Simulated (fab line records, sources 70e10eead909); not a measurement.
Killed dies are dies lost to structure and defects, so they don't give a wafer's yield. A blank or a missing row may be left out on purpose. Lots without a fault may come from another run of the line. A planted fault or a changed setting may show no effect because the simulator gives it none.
fab line records | flow nand_harc | part 1 of 2: steps 1 to 23 of 32
record lots=5 wafers=15 last_day=32
route steps=1302 shown A_CONTACT@1065
lots that met no fault: from a run of the same line without faults
start_h: hours from the record's first day to the start of the lot's first wafer shown | wait_h: hours since the lot's step before | " the same as in the row above | L1.1+2: a row that stands for several wafers | - no value, or no start given | * or withheld: withheld | < > ~ a bound
route shown NAME@n: a module of which the file shows steps, and the number in the route of the first | usual: mean/standard deviation of fault-free wafers | same: alike in all rows | chamber/n: place in a boat | sites: the reading at each site | _std_site: their standard deviation | _edge_site: outer sites' mean less inner sites' | radius_mm: how far each site lies from the wafer's centre | mask NAME#n: copy n | behind: the tool/chamber that last shaped the wafer | hold: why the lot was held/for how many hours/how that ended | device: the transistor (n, p or np) that didn't switch | end of line: the same wafers' tests at the end of the route | a step without rows: its recipe alone | killed: dies lost to structure and defects at the first sort, not the wafer's yield | map: a wafer's dies, x killed, . not, _ none there
set.NAME: the setting as run; set.NAME@STEP: as run at that earlier step | model.NAME: the simulator's own value behind a step, which no gauge read
lots at some steps of the route; a table a step, a row a wafer
services: from which hour (start_h, from the record's first day; less than 0 if before it) a tool's chamber was out of use, for how many hours, and why
## steps
# step NHARC_A_CONTACT_STRIP_83
# recipe time_s=600 temp_c=30 chemistry=post_etch_residue_remover
# usual temp_c=30.00/0.1
# columns lot.wafer tool chamber start_h wait_h temp_c
L077.3 wet_bench-05 6 535.77 - 30.12
L077.5 " 7 " " 30.04
L077.2 " 0 " " 30.14
L080.4 wet_bench-05 2 567.09 - 30.06
L080.1 " 5 " " 29.97
L080.3 " 6 " " 29.97
L086.4 wet_bench-02 6 626.45 - 30.07
L086.2 " 0 " " 30.02
L086.3 " 3 " " 30.05
L087.4 wet_bench-02 3 645.03 - 30.14
L087.2 " 4 " " 29.98
L087.6 " 7 " " 29.92
L096.2 wet_bench-05 1 719.69 - 30.04
L096.5 " 3 " " 30.05
L096.4 " 5 " " 30.06
# step NHARC_A_CONTACT_DEP_84
# recipe target_thk_a=28000 temp_c=400 material=aC
# usual throttle_valve_pct=35.000/0.0089
# columns lot.wafer tool chamber start_h wait_h throttle_valve_pct
L077.2 acl_dep-02 0 536.34 - 34.993
L077.3 " 0 " " 34.989
L077.5 " 0 " " 35.019
L080.1 acl_dep-02 0 568.66 - 35.000
L080.3 " 0 " " 34.988
L080.4 " 0 " " 34.994
L086.2 acl_dep-03 0 627.65 - 34.996
L086.3 " 0 " " 34.995
L086.4 " 0 " " 35.004
L087.2 acl_dep-03 0 648.08 - 35.001
L087.4 " 0 " " 35.007
L087.6 " 0 " " 34.998
L096.2 acl_dep-03 0 720.24 - 34.989
L096.4 " 0 " " 34.998
L096.5 " 0 " " 34.999
# step NHARC_A_CONTACT_DEP_85
# recipe target_thk_a=600 target_thk_nm=60 temp_c=400 pressure_torr=3.5 flow_sccm=200 rf_w=350 material=SiON
# usual heater_power_w=695/94
# columns lot.wafer tool chamber start_h wait_h heater_power_w
L077.2 pecvd-01 1 537.80 1.2 819
L077.3 " 0 " " 636
L077.5 " 2 " " 669
L080.3 pecvd-03 2 570.43 0.9 721
L080.1 " 0 " " 556
L080.4 " 0 " " 573
L086.3 pecvd-03 1 629.14 0.9 660
L086.2 " 2 " " 761
L086.4 " 1 " " 666
L087.2 pecvd-03 1 649.60 1.2 798
L087.4 " 2 " " 700
L087.6 " 0 " " 621
L096.2 pecvd-04 2 721.77 1.2 647
L096.4 " 1 " " 648
L096.5 " 2 " " 636
# step NHARC_A_CONTACT_DEHYDRATE_00
# recipe temp_c=150 time_s=120
# usual heater_power_total_W=182.6/1.2
# columns lot.wafer tool chamber start_h wait_h heater_power_total_W
L077.2 litho_track-04 0 538.07 0.2 182.7
L077.3 " 0 " " 181.6
L077.5 " 0 " " 184.1
L080.1 litho_track-01 0 570.67 0.2 183.2
L080.3 " 0 " " 182.7
L080.4 " 0 " " 183.0
L086.2 litho_track-01 0 629.39 0.2 180.5
L086.3 " 0 " " 183.9
L086.4 " 0 " " 181.2
L087.2 litho_track-06 0 649.81 0.2 184.8
L087.4 " 0 " " 180.7
L087.6 " 0 " " 180.8
L096.2 litho_track-06 0 722.01 0.2 181.1
L096.4 " 0 " " 182.4
L096.5 " 0 " " 180.6
# step NHARC_A_CONTACT_HMDS_01
# recipe time_s=30
# columns lot.wafer tool chamber start_h wait_h
L077.2+3+5 litho_track-04 0 - -
L080.1+3+4 litho_track-01 0 - -
L086.2+3+4 litho_track-01 0 - -
L087.2+4+6 litho_track-06 0 - -
L096.2+4+5 litho_track-06 0 - -
# step NHARC_A_CONTACT_COAT_86
# recipe temp_c=260 time_s=75
# usual heater_power_total_W=486.8/1.6
# columns lot.wafer tool chamber start_h wait_h heater_power_total_W
L077.2 litho_track-04 0 - - 489.2
L077.3 " 0 " " 485.2
L077.5 " 0 " " 487.7
L080.1 litho_track-01 0 - - 485.2
L080.3 " 0 " " 486.7
L080.4 " 0 " " 486.4
L086.2 litho_track-01 0 - - 484.9
L086.3 " 0 " " 485.4
L086.4 " 0 " " 484.6
L087.2 litho_track-06 0 - - 484.7
L087.4 " 0 " " 486.4
L087.6 " 0 " " 484.6
L096.2 litho_track-06 0 - - 489.3
L096.4 " 0 " " 485.3
L096.5 " 0 " " 485.8
# step NHARC_A_CONTACT_COAT_87
# recipe temp_c=225 time_s=65
# usual heater_power_total_W=447.1/2
# columns lot.wafer tool chamber start_h wait_h heater_power_total_W
L077.2 litho_track-04 0 - - 448.3
L077.3 " 0 " " 448.9
L077.5 " 0 " " 448.0
L080.1 litho_track-01 0 - - 449.5
L080.3 " 0 " " 448.5
L080.4 " 0 " " 449.2
L086.2 litho_track-01 0 - - 444.0
L086.3 " 0 " " 449.6
L086.4 " 0 " " 444.1
L087.2 litho_track-06 0 - - 443.9
L087.4 " 0 " " 446.4
L087.6 " 0 " " 449.3
L096.2 litho_track-06 0 - - 445.9
L096.4 " 0 " " 444.1
L096.5 " 0 " " 445.2
# step NHARC_A_CONTACT_COAT_02
# recipe spin_rpm=1500 resist_thk_nm=90
# columns lot.wafer tool chamber start_h wait_h
L077.2+3+5 litho_track-04 0 - -
L080.1+3+4 litho_track-01 0 - -
L086.2+3+4 litho_track-01 0 - -
L087.2+4+6 litho_track-06 0 - -
L096.2+4+5 litho_track-06 0 - -
# step NHARC_A_CONTACT_SOFTBAKE_03
# recipe temp_c=105 time_s=55
# usual heater_power_total_W=188.46/0.13
# columns lot.wafer tool chamber start_h wait_h heater_power_total_W
L077.2 litho_track-04 0 - - 188.29
L077.3 " 0 " " 188.31
L077.5 " 0 " " 188.37
L080.1 litho_track-01 0 - - 188.30
L080.3 " 0 " " 188.53
L080.4 " 0 " " 188.33
L086.2 litho_track-01 0 - - 188.69
L086.3 " 0 " " 188.51
L086.4 " 0 " " 188.58
L087.2 litho_track-06 0 - - 188.43
L087.4 " 0 " " 188.41
L087.6 " 0 " " 188.45
L096.2 litho_track-06 0 - - 188.45
L096.4 " 0 " " 188.44
L096.5 " 0 " " 188.42
# step NHARC_A_CONTACT_EBR_04
# columns lot.wafer tool chamber start_h wait_h
L077.2+3+5 litho_track-04 0 - -
L080.1+3+4 litho_track-01 0 - -
L086.2+3+4 litho_track-01 0 - -
L087.2+4+6 litho_track-06 0 - -
L096.2+4+5 litho_track-06 0 - -
# step NHARC_A_CONTACT_EXPOSE_05
# recipe na=1.35 sigma_outer=0.8 dose_mj=84.24 mask_id=A_CC
# columns lot.wafer tool chamber start_h wait_h mask
L077.2+3+5 arfi_scanner-03 0 538.39 - A_CC#0
L080.1+3+4 arfi_scanner-01 0 570.98 - A_CC#0
L086.2+3+4 arfi_scanner-03 0 629.70 - A_CC#0
L087.2+4+6 arfi_scanner-02 0 650.13 - A_CC#0
L096.2+4+5 arfi_scanner-01 0 722.32 - A_CC#0
# step NHARC_A_CONTACT_PEB_06
# recipe peb_temp_c=100 peb_time_s=65
# usual heater_power_total_W=156.6/0.42
# columns lot.wafer tool chamber start_h wait_h heater_power_total_W
L077.2 litho_track-01 0 538.45 0.1 156.1
L077.3 " 0 " " 157.2
L077.5 " 0 " " 156.6
L080.1 litho_track-04 0 571.04 0.1 156.8
L080.3 " 0 " " 156.1
L080.4 " 0 " " 156.3
L086.2 litho_track-01 0 629.76 0.1 156.7
L086.3 " 0 " " 156.4
L086.4 " 0 " " 155.9
L087.2 litho_track-04 0 650.19 0.1 156.1
L087.4 " 0 " " 157.1
L087.6 " 0 " " 156.1
L096.2 litho_track-01 0 722.38 0.1 157.1
L096.4 " 0 " " 157.1
L096.5 " 0 " " 156.7
# step NHARC_A_CONTACT_DEVELOP_07
# recipe develop_time_s=35 dev_temp_c=23
# columns lot.wafer tool chamber start_h wait_h
L077.2+3+5 litho_track-01 0 - -
L080.1+3+4 litho_track-04 0 - -
L086.2+3+4 litho_track-01 0 - -
L087.2+4+6 litho_track-04 0 - -
L096.2+4+5 litho_track-01 0 - -
# step NHARC_A_CONTACT_CD_MEAS_08
# recipe target_cd_nm=200 landing_energy_ev=500
# usual cd_nm=199.9/0.47
# columns lot.wafer tool chamber start_h wait_h cd_nm
L077.2 cd_sem-01 0 538.53 - 199.2
L077.3 " 0 " " 199.6
L077.5 " 0 " " 199.4
L080.1 cd_sem-02 0 571.12 - 199.4
L080.3 " 0 " " 199.3
L080.4 " 0 " " 199.4
L086.2 cd_sem-02 0 629.84 - 199.8
L086.3 " 0 " " 199.9
L086.4 " 0 " " 200.2
L087.2 cd_sem-01 0 650.27 - 199.2
L087.4 " 0 " " 199.9
L087.6 " 0 " " 199.4
L096.2 cd_sem-03 0 722.46 - 201.0
L096.4 " 0 " " 200.6
L096.5 " 0 " " 200.1
# step NHARC_A_CONTACT_OVL_MEAS_09
# usual overlay_x_nm=-0.2/0.9 overlay_y_nm=0.3/0.81
# columns lot.wafer tool chamber start_h wait_h overlay_x_nm overlay_y_nm
L077.2 overlay-02 - 538.62 - -1.7 0.5
L077.3 " - " " -0.7 -0.6
L077.5 " - " " -1.6 -0.3
L080.1 overlay-02 - 571.21 - -0.7 0.1
L080.3 " - " " -0.5 0.0
L080.4 " - " " -0.9 0.3
L086.2 overlay-01 - 629.92 - 0.6 0.2
L086.3 " - " " 0.9 0.6
L086.4 " - " " 0.6 0.9
L087.2 overlay-02 - 650.36 - 1.0 -0.7
L087.4 " - " " 1.7 -0.7
L087.6 " - " " 1.6 -0.6
L096.2 overlay-02 - 722.54 - -0.9 -0.7
L096.4 " - " " -0.5 0.0
L096.5 " - " " -0.9 -0.7
# step NHARC_A_CONTACT_INSPECT_10
# usual raw_defect_count=78/35
# columns lot.wafer tool chamber start_h wait_h raw_defect_count
L077.2 defect_inspect-02 - 538.65 0.0 21
L077.3 " - " " 32
L077.5 " - " " 27
L080.1 defect_inspect-02 - 571.24 0.0 114
L080.3 " - " " 117
L080.4 " - " " 98
L086.2 defect_inspect-02 - 629.96 0.0 83
L086.3 " - " " 97
L086.4 " - " " 92
L087.2 defect_inspect-02 - 650.41 0.1 115
L087.4 " - " " 115
L087.6 " - " " 108
L096.2 defect_inspect-02 - 722.58 0.0 73
L096.4 " - " " 76
L096.5 " - " " 61
# step NHARC_A_CONTACT_DESCUM_13
# recipe time_s=3 o2_flow_sccm=200 ar_flow_sccm=0 bias_power_w=0 chemistry=O2
# usual drypump_motor_current_A=5.7/0.45 oes_product_au=0.999/0.011 rf_vpp_V=57.9/0.87 showerhead_plenum_p_Torr=1.94/0.087 throttle_valve_pct=11.310/0.0082
# columns lot.wafer tool chamber start_h wait_h drypump_motor_current_A oes_product_au rf_hours_counter_h rf_vpp_V showerhead_plenum_p_Torr throttle_valve_pct
L077.3 rie_diel-11 2 538.72 0.1 5.2 0.998 15 57.1 1.97 11.313
L077.2 " 3 " " 5.4 1.009 16 58.3 1.99 11.308
L077.5 " 2 " " 5.2 0.993 - 57.5 1.97 11.302
L080.1 rie_diel-11 2 571.30 0.1 5.2 1.001 20 57.5 1.97 11.315
L080.4 " 3 " " 5.4 1.013 21 58.1 1.98 11.293
L080.3 " 0 " " 6.0 0.994 21 57.5 2.03 11.298
L086.2 rie_diel-04 2 630.03 0.1 6.0 1.007 33 57.5 2.05 11.320
L086.4 " 3 " " 6.4 0.987 35 58.1 1.83 11.302
L086.3 " 0 " " 6.1 0.987 31 59.8 1.96 11.301
L087.4 rie_diel-04 0 650.47 0.1 6.1 0.990 38 57.2 1.95 11.325
L087.2 " 3 " " 6.4 1.000 43 58.2 1.83 11.313
L087.6 " 1 " " 4.8 1.001 - 57.5 1.99 11.302
L096.2 rie_diel-11 1 722.66 0.1 5.8 0.996 19 57.1 1.83 11.306
L096.5 " 2 " " 5.2 0.994 - 57.8 1.96 11.313
L096.4 " 1 " " 5.8 1.000 - 56.3 1.83 11.304
# step NHARC_A_CONTACT_ETCH_88
# recipe target_depth_a=390 over_etch_frac=0.3 time_s=65 ion_energy_ev=80 cf4_flow_sccm=150 ar_flow_sccm=0 rf_w=300 bias_w=100 chemistry=CF4
# usual drypump_motor_current_A=5.8/0.43 oes_product_au=0.999/0.011 rf_vpp_V=151.6/1.2 showerhead_plenum_p_Torr=1.79/0.075 throttle_valve_pct=13.284/0.0084
# columns lot.wafer tool chamber start_h wait_h drypump_motor_current_A oes_product_au rf_hours_counter_h rf_vpp_V showerhead_plenum_p_Torr throttle_valve_pct
L077.3 rie_diel-11 1 538.80 0.1 5.8 0.990 16 150.3 1.70 13.280
L077.2 " 3 " " 5.4 1.001 16 152.6 1.83 13.293
L077.5 " 2 " " 5.2 1.005 - 153.5 1.82 13.279
L080.1 rie_diel-11 1 571.39 0.1 5.8 0.990 21 151.2 1.70 13.279
L080.3 " 3 " " 5.4 1.017 21 152.2 1.83 13.285
L080.4 " 0 " " 6.0 0.999 21 151.1 1.87 13.291
L086.3 rie_diel-04 2 630.11 0.1 6.0 1.018 33 153.5 1.89 13.286
L086.2 " 0 " " 6.1 0.988 31 151.6 1.81 13.275
L086.4 " 1 " " 4.8 0.994 29 153.0 1.84 13.277
L087.2 rie_diel-04 1 650.56 0.1 4.8 0.999 35 152.3 1.84 13.286
L087.4 " 2 " " 6.0 1.014 40 153.1 1.88 13.282
L087.6 " 0 " " 6.1 0.978 - 152.0 1.80 13.300
L096.2 rie_diel-11 1 722.76 0.1 5.8 0.976 19 151.5 1.70 13.278
L096.5 " 3 " " 5.4 1.019 - 152.1 1.82 13.291
L096.4 " 1 " " 5.8 0.991 - 149.3 1.70 13.285
# step NHARC_A_CONTACT_ETCH_89
# recipe target_depth_a=2600 over_etch_frac=0.3 time_s=475.3 ion_energy_ev=200 n2_flow_sccm=150 h2_flow_sccm=150 ar_flow_sccm=0 rf_w=400 bias_w=150 chemistry=N2/H2
# usual drypump_motor_current_A=5.8/0.43 oes_product_au=1.001/0.011 rf_vpp_V=431.4/2.7 showerhead_plenum_p_Torr=2.07/0.093 throttle_valve_pct=14.171/0.0084
# columns lot.wafer tool chamber start_h wait_h drypump_motor_current_A oes_product_au rf_hours_counter_h rf_vpp_V showerhead_plenum_p_Torr throttle_valve_pct
L077.2 rie_diel-11 3 - - 5.4 1.007 16 433.7 2.12 14.177
L077.3 " 0 " " 6.0 1.007 17 433.8 2.17 14.177
L077.5 " 0 " " 6.0 1.010 - 434.0 2.17 14.168
L080.1 rie_diel-11 3 - - 5.4 1.008 21 433.4 2.12 14.175
L080.3 " 0 " " 6.0 0.987 22 432.7 2.17 14.183
L080.4 " 2 " " 5.2 1.003 20 432.1 2.10 14.176
L086.2 rie_diel-04 2 - - 6.0 1.019 33 434.1 2.19 14.177
L086.3 " 3 " " 6.4 1.004 35 428.0 1.95 14.175
L086.4 " 1 " " 4.8 1.008 29 434.8 2.13 14.183
L087.4 rie_diel-04 0 - - 6.1 0.985 38 430.9 2.08 14.166
L087.2 " 2 " " 6.0 1.022 40 432.9 2.19 14.178
L087.6 " 3 " " 6.4 0.995 - 429.5 1.95 14.177
L096.2 rie_diel-11 1 - - 5.8 0.981 19 428.5 1.95 14.177
L096.5 " 2 " " 5.2 0.987 - 433.2 2.10 14.183
L096.4 " 3 " " 5.4 1.018 - 434.2 2.11 14.159
# step NHARC_A_CONTACT_ETCH_30
# recipe target_depth_a=726 time_s=36.3 cf4_flow_sccm=100 chf3_flow_sccm=30 ar_flow_sccm=0 rf_w=500 bias_w=200 chemistry=CF4/CHF3
# usual chf3_flow_sccm=29.99/0.09 drypump_motor_current_A=5.7/0.44 oes_product_au=0.933/0.019 rf_vpp_V=371.3/2.4 showerhead_plenum_p_Torr=1.60/0.067 throttle_valve_pct=16.804/0.0093
# columns lot.wafer tool chamber start_h wait_h chf3_flow_sccm drypump_motor_current_A oes_product_au rf_hours_counter_h rf_vpp_V showerhead_plenum_p_Torr throttle_valve_pct
L077.2 rie_diel-11 3 - - 29.91 5.4 0.915 16 372.5 1.63 16.798
L077.3 " 1 " " 30.05 5.8 0.908 16 368.4 1.51 16.822
L077.5 " 3 " " 30.08 5.4 0.923 - 372.7 1.63 16.824
L080.3 rie_diel-11 1 - - 30.04 5.8 0.917 21 368.6 1.51 16.819
L080.1 " 2 " " 29.96 5.2 0.932 20 371.8 1.62 16.813
L080.4 " 0 " " 30.02 6.0 0.919 22 373.2 1.66 16.808
L086.2 rie_diel-04 1 - - 29.99 4.8 0.922 29 373.5 1.64 16.793
L086.3 " 3 " " 29.90 6.4 0.921 35 369.7 1.51 16.800
L086.4 " 0 " " 29.97 6.0 0.910 31 372.2 1.61 16.812
L087.4 rie_diel-04 0 - - 29.94 6.1 0.911 38 372.1 1.61 16.807
L087.2 " 1 " " 29.85 4.8 0.920 36 371.3 1.63 16.805
L087.6 " 1 " " 29.87 4.8 0.926 - 371.4 1.63 16.788
L096.2 rie_diel-11 1 - - 29.94 5.8 0.913 19 367.3 1.51 16.788
L096.4 " 3 " " 30.09 5.4 0.935 - 371.8 1.62 16.819
L096.5 " 3 " " 30.04 5.4 0.941 - 372.6 1.62 16.809
# step NHARC_A_CONTACT_ETCH_31
# recipe target_depth_a=28000 over_etch_frac=0.3 time_s=728 ion_energy_ev=150 o2_flow_sccm=400 cos_flow_sccm=20 ar_flow_sccm=0 rf_w=500 bias_w=300 chemistry=O2/COS
# usual drypump_motor_current_A=5.8/0.44 oes_product_au=0.999/0.011 rf_vpp_V=314.5/2 showerhead_plenum_p_Torr=3.15/0.13 throttle_valve_pct=28.331/0.011
# columns lot.wafer tool chamber start_h wait_h drypump_motor_current_A oes_product_au rf_hours_counter_h rf_vpp_V showerhead_plenum_p_Torr throttle_valve_pct
L077.2 rie_diel-11 2 - - 5.2 0.998 15 316.5 3.22 28.312
L077.3 " 0 " " 6.0 1.003 17 317.6 3.30 28.343
L077.5 " 2 " " 5.2 0.992 - 314.7 3.22 28.323
L080.4 rie_diel-11 2 - - 5.2 1.006 20 314.3 3.21 28.324
L080.3 " 0 " " 6.0 0.992 22 314.9 3.30 28.329
L080.1 " 1 " " 5.8 0.983 21 312.4 3.00 28.321
L086.4 rie_diel-04 0 - - 6.1 0.986 31 314.2 3.19 28.342
L086.2 " 2 " " 6.0 1.017 34 317.8 3.33 28.328
L086.3 " 3 " " 6.4 1.005 36 311.2 3.00 28.330
L087.2 rie_diel-04 1 - - 4.8 0.997 36 315.7 3.24 28.329
L087.4 " 3 " " 6.4 0.998 43 313.2 3.00 28.342
L087.6 " 0 " " 6.1 0.982 - 314.2 3.19 28.345
L096.2 rie_diel-11 3 - - 5.4 1.031 16 316.6 3.22 28.318
L096.4 " 1 " " 5.8 1.000 - 312.9 2.99 28.322
L096.5 " 3 " " 5.4 1.019 - 314.0 3.22 28.341
# step NHARC_A_CONTACT_ETCH_134
# recipe source_w=withheld pressure_mtorr=20 bias_v=withheld time_s=140 target_depth_a=7000 ar_flow_sccm=withheld c4f8_flow_sccm=withheld o2_flow_sccm=withheld chemistry=C4F8/O2/Ar
# columns lot.wafer tool chamber start_h wait_h rf_hours_counter_h
L077.2 har_cap_etch-01 1 540.34 - 5
L077.3 " 1 " " -
L077.5 " 0 " " -
L080.1 har_cap_etch-03 1 572.46 - 58
L080.3 " 0 " " -
L080.4 " 1 " " -
L086.2 har_cap_etch-03 1 631.22 - 66
L086.4 " 1 " " -
L086.3 " 0 " " -
L087.2 har_cap_etch-03 1 651.60 - 71
L087.4 " 1 " " -
L087.6 " 1 " " -
L096.2 har_cap_etch-01 1 724.24 - 41
L096.4 " 0 " " -
L096.5 " 1 " " -
# step NHARC_A_CONTACT_ETCH_135
# recipe source_w=withheld pressure_mtorr=20 bias_v=1200 time_s=311 target_depth_a=19120 ar_flow_sccm=withheld c4f8_flow_sccm=withheld o2_flow_sccm=withheld chemistry=C4F8/O2/Ar
# columns lot.wafer tool chamber start_h wait_h rf_hours_counter_h
L077.2 har_cap_etch-01 1 540.55 0.2 5
L077.3 " 1 " " -
L077.5 " 0 " " -
L080.1 har_cap_etch-03 1 572.67 0.2 58
L080.3 " 0 " " -
L080.4 " 1 " " -
L086.2 har_cap_etch-03 1 631.42 0.2 66
L086.4 " 1 " " -
L086.3 " 0 " " -
L087.2 har_cap_etch-03 1 651.80 0.2 71
L087.4 " 1 " " -
L087.6 " 1 " " -
L096.2 har_cap_etch-01 1 724.45 0.2 41
L096.4 " 0 " " -
L096.5 " 1 " " -
